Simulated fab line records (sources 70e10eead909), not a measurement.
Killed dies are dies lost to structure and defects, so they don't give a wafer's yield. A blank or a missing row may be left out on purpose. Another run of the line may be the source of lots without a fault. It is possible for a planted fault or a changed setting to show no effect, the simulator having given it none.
Chamber matching :: flow nand_harc :: rie_si-03 running NHARC_THIN_TSV_ETCH_15: 4 sister chambers
The step target depth 3000 nm, bosch target overetch cycles 2, bosch etch step 2.8 s. 4 wafers are shown with their chamber, then 7 later ones without.

== WAFERS WITH THEIR CHAMBER ==
wafer: L102.4
chamber: 1
drypump_motor_current_A (A): 5.9

wafer: L120.5
chamber: 2
drypump_motor_current_A (A): 5.4

wafer: L121.2
chamber: 0
drypump_motor_current_A (A): 6.1

wafer: L121.4
chamber: 3
drypump_motor_current_A (A): 5.8

== WAFERS WITH NO CHAMBER GIVEN ==
wafer: L121.6
drypump_motor_current_A (A): 6.1

wafer: L122.2
drypump_motor_current_A (A): 6.0

wafer: L122.4
drypump_motor_current_A (A): 5.8

wafer: L122.6
drypump_motor_current_A (A): 5.5

wafer: L123.4
drypump_motor_current_A (A): 5.5

wafer: L123.5
drypump_motor_current_A (A): 6.1

wafer: L123.6
drypump_motor_current_A (A): 5.8

== EACH ONE'S CHAMBER ==
wafer: L121.6
from the rows above: 0
in truth: 0

wafer: L122.2
from the rows above: can't be placed: 0 or 1 or 3
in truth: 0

wafer: L122.4
from the rows above: can't be placed: 3 or 1
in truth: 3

wafer: L122.6
from the rows above: 2
in truth: 2

wafer: L123.4
from the rows above: 2
in truth: 2

wafer: L123.5
from the rows above: 0
in truth: 0

wafer: L123.6
from the rows above: can't be placed: 3 or 1
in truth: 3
Correctly placed: 4 of 7. Can't be placed from these rows: 3 (the true chamber is among the candidates in 3). 0 placed wrongly.
How it was worked out, from the rows above alone: a wafer's distance from a chamber is the root of the sum, over the readings, of the square of ((its reading less the chamber's mean) divided by the reading's scatter). The wafer belongs to the nearest chamber; if the next one is less than 2 further off, it can't be placed. A chamber's mean is the mean of its shown wafers. The scatter: with one shown wafer a chamber, the root of the mean of the squares of how far each hidden wafer lies from its nearest shown one.
